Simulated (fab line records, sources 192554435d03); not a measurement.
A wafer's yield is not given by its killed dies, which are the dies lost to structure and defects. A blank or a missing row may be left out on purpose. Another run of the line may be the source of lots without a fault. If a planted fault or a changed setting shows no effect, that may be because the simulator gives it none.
Which tool is to blame? -- flow n5 finfet -- 72 wafers from 24 lots sampled at 5 of the route's 1938 steps

WHAT THE GAUGES READ, wafer by wafer
N5_GATE_CUT_CD_MEAS_13: the cd target is 20 nm. Usual: cd nm 19.92 nm, standard deviation 0.23.
lot,measured,on,cd nm (nm),flag
L074,day 4 16:14,cd sem-03,20.17 19.96 20.18,
L075,day 4 23:13,cd sem-02,19.77 19.81 19.80,
L076,day 5 14:42,cd sem-02,19.84 19.82 19.40,
L077,day 5 15:14,cd sem-03,19.72 19.87 20.07,
L078,day 5 20:14,cd sem-03,19.85 20.12 20.00,
L079,day 6 01:43,cd sem-01,19.77 20.19 20.18,
L080,day 6 03:07,cd sem-01,19.84 20.09 20.20,
L081,day 6 07:51,cd sem-01,20.20 20.07 20.19,
L082,day 6 14:59,cd sem-01,19.93 19.87 20.14,
L083,day 6 18:40,cd sem-02,20.10 19.82 19.94,
L084,day 7 01:04,cd sem-01,20.04 19.89 20.30,
L085,day 7 08:54,cd sem-03,19.34 19.99 19.14,
L086,day 7 13:03,cd sem-02,20.17 19.97 19.93,
L087,day 7 18:14,cd sem-03,19.71 19.77 19.76,
L088,day 7 23:04,cd sem-01,20.13 19.88 19.88,
L089,day 8 08:33,cd sem-01,19.78 19.83 20.21,
L090,day 8 19:25,cd sem-03,19.89 20.09 20.17,
L091,day 8 21:44,cd sem-01,20.03 20.05 19.80,
L092,day 9 04:31,cd sem-01,19.68 20.22 20.26,
L093,day 9 09:35,cd sem-01,19.84 19.81 19.60,
L095,day 9 18:20,cd sem-03,19.93 20.21 19.99,
L094,day 9 19:53,cd sem-02,19.89 20.12 20.17,
L096,day 10 02:00,cd sem-03,20.17 19.95 20.28,
L097,day 10 06:43,cd sem-03,19.53 20.10 19.73,

N5_GATE_CUT_OVL_MEAS_14. Usual: for GATE_CUT_OVL the level is 0.2 nm and the standard deviation is 0.73.
lot,measured,on,GATE_CUT_OVL (nm),flag
L074,day 4 16:16,overlay-02,1.1 0.1 -0.6,
L075,day 4 23:14,overlay-01,-0.5 -0.7 -0.7,
L076,day 5 14:44,overlay-01,2.0 0.6 0.7,
L077,day 5 15:16,overlay-01,1.4 0.5 0.3,
L078,day 5 20:16,overlay-02,-0.3 -0.2 0.0,
L079,day 6 01:44,overlay-02,-1.6 -0.1 -0.7,
L080,day 6 03:09,overlay-01,0.4 -0.6 -0.3,
L081,day 6 07:53,overlay-01,0.4 0.7 0.2,
L082,day 6 15:02,overlay-02,-0.4 1.3 1.7,
L083,day 6 18:43,overlay-01,0.6 -0.1 -1.8,
L084,day 7 01:06,overlay-02,0.3 2.2 0.9,
L085,day 7 08:56,overlay-01,0.4 0.7 0.3,
L086,day 7 13:05,overlay-02,0.0 -0.3 0.4,
L087,day 7 18:16,overlay-02,0.0 0.4 -0.2,
L088,day 7 23:05,overlay-02,0.3 0.4 0.0,
L089,day 8 08:35,overlay-02,0.3 1.2 1.3,
L090,day 8 19:26,overlay-02,0.7 -0.9 0.5,
L091,day 8 21:46,overlay-02,0.5 0.2 0.4,
L092,day 9 04:33,overlay-01,-0.7 -0.1 0.2,
L093,day 9 09:37,overlay-02,0.6 0.0 -0.6,
L095,day 9 18:22,overlay-01,-1.2 -1.3 -0.4,
L094,day 9 19:55,overlay-02,0.1 0.9 0.1,
L096,day 10 02:02,overlay-02,0.4 0.7 0.9,
L097,day 10 06:45,overlay-02,0.8 0.4 1.3,

N5_MOL_CONTACT_COAG_INSPECT_10: inspects for defects (brightfield). Usual: raw defect count 64, standard deviation 21.
lot,measured,on,raw defect count,flag
L074,day 4 20:21,defect inspect-02,99 73 93,
L075,day 5 04:46,defect inspect-01,25 59 42,
L076,day 5 18:40,defect inspect-01,39 49 34,
L077,day 5 19:31,defect inspect-02,73 66 62,
L078,day 6 00:14,defect inspect-01,61 61 57,
L079,day 6 05:52,defect inspect-01,70 61 81,
L080,day 6 07:23,defect inspect-02,54 57 51,
L081,day 6 12:00,defect inspect-02,63 47 85,
L082,day 6 19:50,defect inspect-02,92 42 63,
L083,day 6 23:26,defect inspect-02,68 94 58,
L084,day 7 05:54,defect inspect-01,40 41 44,
L085,day 7 13:19,defect inspect-01,65 60 51,
L086,day 7 17:16,defect inspect-02,102 77 61,
L087,day 7 22:13,defect inspect-01,38 55 49,
L088,day 8 02:56,defect inspect-01,45 61 64,
L089,day 8 12:54,defect inspect-01,48 55 64,
L090,day 8 23:17,defect inspect-02,76 54 59,
L091,day 9 02:05,defect inspect-02,80 72 89,
L092,day 9 08:40,defect inspect-01,63 69 58,
L093,day 9 13:47,defect inspect-02,88 65 99,
L095,day 9 22:20,defect inspect-02,107 71 58,
L094,day 10 00:30,defect inspect-02,56 61 55,
L096,day 10 05:52,defect inspect-01,48 72 62,
L097,day 10 10:43,defect inspect-01,83 41 54,

WHAT TOOL EACH LOT RAN ON (gives the tool, then ch and the chambers of the sampled wafers, and finally the start)
lot,N5_HKMG_FIN_CMP_94,N5_GATE_CUT_STRIP_42
L074,"cmp-01 ch 0,1,2, day 4 12:28","rie diel-02 ch 1,3, day 4 16:43"
L075,"cmp-02 ch 0,1,2, day 4 19:27","rie diel-03 ch 0,3, day 4 23:35"
L076,"cmp-02 ch 1,2,3, day 4 21:34","rie diel-03 ch 1,2,3, day 5 15:05"
L077,"cmp-04 ch 1,2,3, day 5 10:58","rie diel-03 ch 0,1,3, day 5 15:36"
L078,"cmp-02 ch 1,2, day 5 15:21","rie diel-03 ch 1,2, day 5 20:37"
L079,"cmp-01 ch 0,1,2, day 5 21:54","rie diel-04 ch 0,1,3, day 6 02:05"
L080,"cmp-02 ch 1,2,3, day 5 23:17","rie diel-03 ch 0,1,2, day 6 03:29"
L081,"cmp-04 ch 0,2, day 6 03:50","rie diel-04 ch 0,1,3, day 6 08:20"
L082,"cmp-02 ch 0,2, day 6 10:56","rie diel-04 ch 2,3, day 6 15:22"
L083,"cmp-02 ch 0,1,3, day 6 14:46","rie diel-04 ch 1,3, day 6 19:04"
L084,"cmp-04 ch 0,2,3, day 6 20:20","rie diel-04 ch 0,1,2, day 7 01:28"
L085,"cmp-01 ch 2,3, day 7 04:58","rie diel-03 ch 0,1, day 7 09:40"
L086,"cmp-04 ch 0,1,3, day 7 09:01","rie diel-03 ch 0,2,3, day 7 13:38"
L087,"cmp-01 ch 2,3, day 7 14:01","rie diel-02 ch 0,1,3, day 7 18:42"
L088,"cmp-01 ch 0,1,2, day 7 19:01","rie diel-04 ch 1,2, day 7 23:26"
L089,"cmp-04 ch 1,2,3, day 8 04:35","rie diel-02 ch 0,1,3, day 8 09:01"
L090,"cmp-01 ch 0,2,3, day 8 15:28","rie diel-03 ch 1,2,3, day 8 19:47"
L091,"cmp-02 ch 2,3, day 8 16:46","rie diel-03 ch 0,3, day 8 22:06"
L092,"cmp-01 ch 0,1,3, day 9 00:43","rie diel-04 ch 1,2, day 9 05:08"
L093,"cmp-01 ch 1,2,3, day 9 05:24","rie diel-03 ch 1,2,3, day 9 09:57"
L095,"cmp-01 ch 0,3, day 9 14:26","rie diel-03 ch 0,2, day 9 18:42"
L094,"cmp-04 ch 1,2,3, day 9 15:32","rie diel-04 ch 1,2, day 9 20:50"
L096,"cmp-01 ch 0,2, day 9 21:53","rie diel-03 ch 0,1, day 10 02:22"
L097,"cmp-02 ch 1,2, day 10 02:44","rie diel-02 ch 1,2, day 10 07:12"
- N5_HKMG_FIN_CMP_94: polishes, stops on SiNx, t overpolish 4.7 s, target thk 43.299 nm.
- N5_GATE_CUT_STRIP_42: strips in O2.

WHAT THE TOOLS THEMSELVES READ (means of the sampled wafers that have a number; where no wafer has one, the mark that the record gives instead)
N5_HKMG_FIN_CMP_94. Usual: motor current A 11.9 A, standard deviation 1.5.
lot,tool,motor current A (A),flag
L074,cmp-01,11.6,
L075,cmp-02,13.2,
L076,cmp-02,12.7,
L077,cmp-04,12.0,
L078,cmp-02,12.5,
L079,cmp-01,11.4,
L080,cmp-02,12.6,
L081,cmp-04,11.1,
L082,cmp-02,14.3,
L083,cmp-02,12.4,
L084,cmp-04,11.2,
L085,cmp-01,11.3,
L086,cmp-04,11.1,
L087,cmp-01,11.7,
L088,cmp-01,11.3,
L089,cmp-04,12.4,
L090,cmp-01,11.5,
L091,cmp-02,12.3,
L092,cmp-01,11.5,
L093,cmp-01,11.0,
L095,cmp-01,11.0,
L094,cmp-04,12.3,
L096,cmp-01,12.3,
L097,cmp-02,12.6,

N5_GATE_CUT_STRIP_42. Usual: drypump motor current A 5.7 A, standard deviation 0.42; oes product au 0.79 a.u., standard deviation 0.073; rf vpp V 3.6 V, standard deviation 0.5; showerhead plenum p Torr 2.13 Torr, standard deviation 0.069; throttle valve pct 16.66 %, standard deviation 0.29.
lot,tool,drypump motor current A (A),oes product au (a.u.),rf vpp V (V),showerhead plenum p Torr (Torr),throttle valve pct (%),flag
L074,rie diel-02,5.8,0.93,3.8,2.15,16.24,
L075,rie diel-03,5.7,0.88,3.5,2.19,16.45,
L076,rie diel-03,5.5,0.83,3.8,2.13,16.65,
L077,rie diel-03,5.8,0.82,3.7,2.12,16.59,
L078,rie diel-03,5.7,0.78,4.1,2.05,16.80,
L079,rie diel-04,5.9,0.74,3.7,2.14,16.63,
L080,rie diel-03,5.6,0.79,3.8,2.08,16.76,
L081,rie diel-04,5.9,0.73,3.5,2.14,16.64,
L082,rie diel-04,5.7,0.71,4.1,2.17,16.72,
L083,rie diel-04,6.1,0.73,4.0,2.17,16.43,
L084,rie diel-04,5.9,0.74,3.4,2.15,16.81,
L085,rie diel-03,5.9,0.76,3.5,2.07,16.74,
L086,rie diel-03,5.5,0.82,3.3,2.15,16.64,
L087,rie diel-02,5.7,0.83,3.6,2.14,16.56,
L088,rie diel-04,6.1,0.74,3.4,2.18,16.62,
L089,rie diel-02,5.7,0.82,4.4,2.13,16.56,
L090,rie diel-03,5.5,0.80,3.4,2.12,16.69,
L091,rie diel-03,5.7,0.83,3.5,2.18,16.51,
L092,rie diel-04,6.1,0.73,3.8,2.17,16.63,
L093,rie diel-03,5.6,0.80,3.9,2.12,16.71,
L095,rie diel-03,5.6,0.76,3.2,2.10,16.77,
L094,rie diel-04,6.1,0.72,3.7,2.17,16.64,
L096,rie diel-03,5.9,0.74,4.0,2.06,16.76,
L097,rie diel-02,5.8,0.85,3.7,2.11,16.17,

THE ANSWER, worked out from the rows above alone
Rule: a lot counts as off when the mean over its wafers that have a number is more than 3 standard deviations away from the usual mean. A lot without any number at a reading at which 4 lots or more have one is off too. Where the step has rows for the other lots, those lots are counted as sound. Order of review: gauges by route order, followed by the tools' own readings, for which a lot's mean as printed above is used. At the first step where some lot is off, the reading lying furthest off is the one used; lots without a number count as furthest.
Across all readings shown, no lot is off: no conclusion can be drawn from this.

WHAT WAS PUT IN BY THE SIMULATOR
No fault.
